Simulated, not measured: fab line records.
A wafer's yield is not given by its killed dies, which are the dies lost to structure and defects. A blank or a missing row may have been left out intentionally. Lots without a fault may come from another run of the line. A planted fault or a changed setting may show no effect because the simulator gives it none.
Split-lot study    flow n5 finfet    route with 1938 steps; 7 lots, 21 wafers read

== THE SPLIT ==
At N5_BEOL_M12_EXPOSE_07 (exposes mask V11), the setting dose mj was moved away from the recipe's 32.5 on 9 of the 21 wafers read, by -6.6% to +4.0%. The other wafers ran this setting at the recipe's value.

== FROM THE SPLIT TO THE READING: what the file shows between them, 6 steps ==
- N5_BEOL_M12_PEB_08: peb time 90 s
- N5_BEOL_M12_DEVELOP_09: develop time 45 s
- N5_BEOL_M12_HARDBAKE_14: time 120 s
- N5_BEOL_M12_CD_MEAS_10: target cd 140 nm
- N5_BEOL_M12_STRIP_71: strips in post etch residue remover, time 60 s
- N5_BEOL_M12_SRD_72: time 30 s, dry time 30 s

== THE READING ==
cd nm (nm) at N5_BEOL_M12_CD_MEAS_17, where the cd target is 140 nm. Typical for fault-free wafers on this fab line: 141.4 nm, with standard deviation 2.5 nm.

wafer   tool, chamber at the split  dose mj as run  against the recipe  cd nm, nm  against lot-mates on the recipe
L081.1  krf scanner-02, 0           32.5            recipe              140.1      -
L081.3  krf scanner-02, 0           32.5            recipe              139.5      -
L081.4  krf scanner-02, 0           32.5            recipe              141.1      -
L080.2  krf scanner-01, 0           31.06           -4.4%               133.1      -4.4
L080.3  krf scanner-01, 0           31.06           -4.4%               135.3      -2.2
L080.5  krf scanner-01, 0           32.5            recipe              137.5      -
L082.1  krf scanner-02, 0           30.52           -6.1%               136.1      -6.0
L082.3  krf scanner-02, 0           32.5            recipe              142.1      -
L082.4  krf scanner-02, 0           30.52           -6.1%               133.0      -9.1
L083.1  krf scanner-02, 0           32.5            recipe              143.2      -
L083.4  krf scanner-02, 0           33.79           +4.0%               148.8      +5.7
L083.6  krf scanner-02, 0           32.5            recipe              143.1      -
L088.3  krf scanner-02, 0           33.7            +3.7%               148.9      +5.7
L088.4  krf scanner-02, 0           32.5            recipe              142.8      -
L088.5  krf scanner-02, 0           32.5            recipe              143.7      -
L094.1  krf scanner-02, 0           32.5            recipe              138.6      -
L094.2  krf scanner-02, 0           32.5            recipe              136.7      -
L094.5  krf scanner-02, 0           31.22           -3.9%               133.7      -3.9
L093.2  krf scanner-02, 0           30.35           -6.6%               136.5      -3.9
L093.4  krf scanner-02, 0           30.35           -6.6%               130.6      -9.8
L093.5  krf scanner-02, 0           32.5            recipe              140.4      -

THE FIT
A straight line over all 21 wafers: cd nm changes by +1.36 nm for each +1% of dose mj; r = +0.87; the points scatter about the line by 2.5 nm.
The same after taking each lot's own level away (the mean of its wafers on the recipe; 21 wafers): +1.14 nm for each +1%; r = +0.94; scatter 1.4 nm.
The reading moves by 7.5 nm for the largest change in dose mj, on that fit.
From 137.50 to 143.25 nm: that is the span of the lots' own levels, equal to 2.3 times the standard deviation above.
So the lot-to-lot level changes the slope: the two fits differ.
Check: with one of the wafers moved furthest among these (-6.6%) left out of the fit, the line predicts -7.95 nm for it against its lot-mates. It came out at -3.9 nm against them.

== FURTHER SPLITS ON THESE WAFERS ==
Other splits were also applied to these wafers ahead of the reading. Each is held against what the fit with the lots' levels taken away leaves over:
other split on the same wafers     wafers away from the commonest value  r with cd nm (lot level and that fit taken away)
N5_BEOL_M11_TRENCH_ETCH_37 time s  4                                     +0.30
N5_BEOL_M11_ETCH_41 time s         7                                     +0.33

== THE WHOLE CHAIN: every reading that the file lists as answering this split, in the file's order ==
step                    what it does      reading  change (the file's fit)               r (the file's)
N5_BEOL_M12_CD_MEAS_10  target cd 140 nm  cd nm    +1.27 nm for each +1% of the setting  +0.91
N5_BEOL_M12_CD_MEAS_17  target cd 140 nm  cd nm    +1.13 nm for each +1% of the setting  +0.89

== FILE'S OWN FIT ==
cd nm changes by +1.13 nm for each +1% of dose mj, r = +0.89.
